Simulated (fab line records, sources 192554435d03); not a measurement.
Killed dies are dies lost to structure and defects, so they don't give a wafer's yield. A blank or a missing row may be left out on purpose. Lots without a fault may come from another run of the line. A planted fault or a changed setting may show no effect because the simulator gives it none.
One fault seen from 3 desks | flow n5_finfet | each desk has only its own numbers; what lay behind them comes last

THE METROLOGY DESK
What the gauges read, lot by lot, whatever tool the lot ran on: means of the sampled wafers that have a number. A lot is out of limits, marked OUT, if its mean lies more than 4 standard deviations from the usual mean; the brackets give that distance. Of its 12 readings 7 are shown: the one that was out of limits first, and those that lie furthest out on some lot.
Columns: A = IOFF_N at N5_BEOL_M4_RC_MEAS_101, usual 0.152 nA/um; B = IOFF_P at N5_BEOL_M4_RC_MEAS_101, usual 0.21 nA/um; C = ION_N at N5_BEOL_M4_RC_MEAS_101, usual 672 uA/um; D = ION_P at N5_BEOL_M4_RC_MEAS_101, usual 462 uA/um; E = RS_NWELL at N5_BEOL_M4_RC_MEAS_101, usual 1037 ohm/sq; F = VT_N at N5_BEOL_M4_RC_MEAS_101, usual 250 mV; G = VT_P at N5_BEOL_M4_RC_MEAS_101, usual -250 mV
lot  | first seen here | A     | B    | C   | D   | E             | F   | G
L610 | day 1 14:57     | 0.153 | 0.22 | 674 | 468 | 1035          | 250 | -248
L613 | day 2 08:48     | 0.123 | 0.16 | 665 | 455 | 1049          | 255 | -256
L618 | day 3 15:20     | 0.145 | 0.18 | 667 | 456 | 731 (-46) OUT | 252 | -253
L619 | day 3 20:45     | 0.163 | 0.22 | 681 | 466 | 731 (-46) OUT | 248 | -248
L626 | day 5 15:11     | 0.195 | 0.27 | 694 | 479 | 1049          | 245 | -245
L628 | day 6 02:47     | 0.170 | 0.23 | 684 | 464 | 1038          | 247 | -248
L630 | day 6 15:20     | 0.142 | 0.22 | 667 | 464 | 1038          | 251 | -247
L631 | day 6 20:44     | 0.138 | 0.20 | 660 | 458 | 1046          | 253 | -251
L632 | day 7 03:01     | 0.148 | 0.22 | 682 | 467 | 1043          | 249 | -248
L633 | day 7 09:05     | 0.144 | 0.20 | 670 | 468 | 1038          | 254 | -252
This desk's finding: out of limits on L618, L619; first on L618, day 9 23:37 (RS_NWELL at N5_BEOL_M4_RC_MEAS_101). In limits: L610, L613, L626, L628, L630, L631, L632, L633.

THE TOOL OWNER'S DESK: implanter-02
The tool's own readings at N5_WELL_APT_IMPLANT_14: means of the sampled wafers that have a number, for each lot that ran on this tool. A lot is out of limits, marked OUT, if its mean lies more than 4 standard deviations from the usual mean; the brackets give that distance.
Columns: A = dose_ions_cm2 at N5_WELL_APT_IMPLANT_14, usual 1.4999e+13; B = faraday_current_uA at N5_WELL_APT_IMPLANT_14, usual 191
lot  | first seen here | A                            | B
L610 | day 1 14:02     | 1.4994e+13                   | 193
L613 | day 2 07:53     | 1.4996e+13                   | 188
L618 | day 3 14:25     | 2.8477e+13 (+99 or more) OUT | 360 (+43) OUT
L619 | day 3 19:49     | 2.8510e+13 (+99 or more) OUT | 360 (+43) OUT
L630 | day 6 14:28     | 1.5003e+13                   | 191
L631 | day 6 19:47     | 1.4997e+13                   | 192
L633 | day 7 08:00     | 1.5008e+13                   | 192
This desk's finding: out of limits on L618, L619; first on L618, day 3 14:25 (dose_ions_cm2 at N5_WELL_APT_IMPLANT_14). In limits: L610, L613, L630, L631, L633.

THE DEFECT DESK
What the inspections along the route counted, lot by lot: means of the sampled wafers that have a number. A lot is out of limits, marked OUT, if its mean lies more than 4 standard deviations from the usual mean; the brackets give that distance.
Columns: A = raw_defect_count at N5_WELL_APT_INSPECT_10, usual 1.9
lot  | first seen here | A
L610 | day 1 13:53     | 1.7
L613 | day 2 07:43     | 2.0
L618 | day 3 14:11     | 1.0
L619 | day 3 19:41     | 1.7
L626 | day 5 14:07     | 1.7
L628 | day 6 01:37     | 3.0
L630 | day 6 13:37     | 1.3
L631 | day 6 19:38     | 2.0
L632 | day 7 01:37     | 3.3
L633 | day 7 07:52     | 2.0
This desk's finding: nothing out of limits on any of the 10 lots.

PUT TOGETHER
The tool owner's desk could have raised an alarm at day 3 14:25, on L618, L619.
The metrology desk could have raised an alarm at day 9 23:37, on L618, L619.
The defect desk saw nothing out of limits.
The defect desk has L618, L619 on record, within its limits.
Of the lots named, all ran N5_WELL_APT_IMPLANT_14 on implanter-02.

WHAT THE SIMULATOR HAD PUT IN
Process parameter drift: implanter-02, from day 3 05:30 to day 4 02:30, at N5_WELL_APT_IMPLANT_14. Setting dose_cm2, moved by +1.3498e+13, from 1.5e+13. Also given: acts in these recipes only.
Lots struck among those shown: L618, L619.
Hours from the fault's start to each desk's first reading out of limits: the tool owner's desk, 9; the metrology desk, 162.
